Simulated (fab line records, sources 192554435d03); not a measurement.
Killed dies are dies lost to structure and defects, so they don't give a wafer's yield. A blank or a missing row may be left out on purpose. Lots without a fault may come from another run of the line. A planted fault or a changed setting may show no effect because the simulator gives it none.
Chamber matching | flow n5_finfet | N5_BEOL_M8_CMP_52 on cmp-01: 4 sister chambers
The step polishes, stops on SiCOH lowk, t overpolish 6.9 s, target thk 80 nm. 8 wafers are shown with their chamber, then 10 later ones without.

WAFERS WITH THEIR CHAMBER
wafer  | chamber | motor_current_A (A) | time_to_endpoint_s (s)
L084.6 | 3       | 6.1                 | 67
L087.1 | 2       | 6.2                 | 66
L087.3 | 3       | 6.1                 | 59
L090.1 | 0       | 6.8                 | 71
L090.4 | 1       | 6.9                 | 66
L090.5 | 2       | 6.2                 | 68
L091.2 | 1       | 6.8                 | 64
L091.3 | 0       | 6.9                 | 66

WAFERS WITHOUT THEIR CHAMBER
wafer  | motor_current_A (A) | time_to_endpoint_s (s)
L091.4 | 6.1                 | 69
L089.3 | 6.8                 | 64
L089.5 | 6.1                 | 66
L089.6 | 6.7                 | 60
L093.1 | 6.3                 | 65
L093.3 | 6.7                 | 62
L093.4 | 6.7                 | 64
L086.3 | 5.8                 | 66
L086.4 | 5.9                 | 65
L086.5 | 6.4                 | 61

WHICH CHAMBER EACH WENT THROUGH
wafer  | from the rows above     | in truth
L091.4 | can't be placed: 3 or 2 | 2
L089.3 | can't be placed: 1 or 0 | 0
L089.5 | can't be placed: 3 or 2 | 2
L089.6 | can't be placed: 1 or 0 | 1
L093.1 | can't be placed: 2 or 3 | 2
L093.3 | can't be placed: 1 or 0 | 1
L093.4 | can't be placed: 1 or 0 | 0
L086.3 | can't be placed: 3 or 2 | 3
L086.4 | can't be placed: 3 or 2 | 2
L086.5 | can't be placed: 2 or 3 | 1
Placed correctly: 0 of 10. Can't be placed from these rows: 10 (the true chamber is among the candidates in 9). Placed wrongly: 0.
How it was worked out, from the rows above alone: a wafer's distance from a chamber is the root of the sum, over the readings, of the square of ((its reading less the chamber's mean) divided by the reading's scatter). The wafer belongs to the nearest chamber; if the next one is less than 2 further off, it can't be placed. A chamber's mean is the mean of its shown wafers. The scatter: the root of (the sum of the squares of (reading less its chamber's mean) over the shown wafers, divided by (wafers less chambers)).
